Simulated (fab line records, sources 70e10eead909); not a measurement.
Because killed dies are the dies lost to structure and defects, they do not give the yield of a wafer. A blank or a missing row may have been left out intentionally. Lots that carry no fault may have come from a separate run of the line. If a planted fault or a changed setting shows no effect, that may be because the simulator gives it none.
Comparing a struck lot with a sound one    flow nandHarc    15 steps out of a route of 1159
Sound: these wafers, L882.1, L882.3, L882.5. Struck: wafer L888.4. (L888.2, L888.6 of the same lot were not struck and are left out.) The cause comes at the end.
Order at every step that has rows: each side's tool, ch and its chambers, its first start. Under that, the readings that differ: sound wafers    struck wafers    difference of the means    sigmas: that difference in standard deviations of wafers without a fault.
alike: words and numbers the same on both sides, and readings whose means are apart by under 2 such deviations; not compared: readings that were withheld, readings missing a value for some wafer, numbers with overlapping values and no deviation given by the record, and bounds like >300 which may hide the same value.
The two part at a step that has a row with sigmas, a row that says differs or no value, or rows on one side only. Numbers that have no deviation but don't overlap get no sigmas and don't part them. Lack of a reading on every wafer of one side parts them only where that side has two or more wafers.

first, 8 steps without rows for these wafers: NHARC_A_SGD_CUT_COAT_56 (time 75 s); NHARC_A_SGD_CUT_COAT_57 (time 65 s); NHARC_A_SGD_CUT_COAT_03 (resist thk 90 nm); NHARC_A_SGD_CUT_SOFTBAKE_04 (time 55 s); NHARC_A_SGD_CUT_EBR_05; NHARC_A_SGD_CUT_EXPOSE_06 (exposes mask SGD); NHARC_A_SGD_CUT_PEB_07 (peb time 65 s); NHARC_A_SGD_CUT_DEVELOP_08 (develop time 35 s).
NHARC_A_SGD_CUT_CD_MEAS_09 targets a cd of 100 nm.
  sound on cdSem-01 ch 0, day 15 17:41; struck on cdSem-03 ch 0, day 17 07:25
  alike: cdNm
NHARC_A_SGD_CUT_OVL_MEAS_10:
  sound on overlay-02 at day 15 17:47; struck on overlay-01 at day 17 07:30
  alike: overlayXNm, overlayYNm
NHARC_A_SGD_CUT_INSPECT_11:
  sound on defectInspect-02 at day 15 17:49; struck on defectInspect-01 at day 17 07:32
  alike: rawDefectCount
NHARC_A_SGD_CUT_DESCUM_14: chemistry O2, time 3 s.
  sound on rieDiel-05 ch 0,1,3, day 15 17:52; struck on rieDiel-05 ch 1, day 17 07:36
  alike: drypumpMotorCurrentA, oesProductAu, rfVppV, showerheadPlenumPTorr, throttleValvePct
  not compared: rfHoursCounterH
NHARC_A_SGD_CUT_ETCH_58: etches the open film in CF4, target depth 39 nm, time 65 s.
  sound on rieDiel-05 ch 1,2,3, day 15 17:58; struck on rieDiel-05 ch 0, day 17 07:41
reading              sound              struck  difference  sigmas
oesProductAu (a.u.)  1.013 0.995 0.991  0.819   -0.181      -19
  alike: drypumpMotorCurrentA, rfVppV, showerheadPlenumPTorr, throttleValvePct
  not compared: rfHoursCounterH
NHARC_A_SGD_CUT_ETCH_59: etches the open film in N2/H2, target depth 260 nm, time 406.25 s.
  sound on rieDiel-05 ch 0,1; struck on rieDiel-05 ch 1
  alike: drypumpMotorCurrentA, oesProductAu, rfVppV, showerheadPlenumPTorr, throttleValvePct
  not compared: rfHoursCounterH
-- jump in the record: it breaks off in module A_SGD_CUT and resumes in module END (first step shown: number 1159 of the route), and 5 days separate the struck wafers' starts before and after --
NHARC_END_SORT_01:
  sound on prober-01 ch 0, day 21 15:29; struck on prober-02 ch 0, day 22 17:55
reading        sound     struck                   difference                    sigmas
hold           - - -     awaitDispo/4.2h/release  no value on the sound wafers  
killedAtArray  28 15 18  535                      +515                          +55
killedDies     28 16 20  537                      +516                          +57
  alike: killedAtOther, killedAtPeriphery, killedOpen, killedShort

## WHERE THEY PART
At NHARC_A_SGD_CUT_ETCH_58 first; at NHARC_END_SORT_01 last (within this record only).

WHY: whatever the simulator had introduced
rieDiel-05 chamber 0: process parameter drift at NHARC_A_SGD_CUT_ETCH_58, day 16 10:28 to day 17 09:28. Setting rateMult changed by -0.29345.
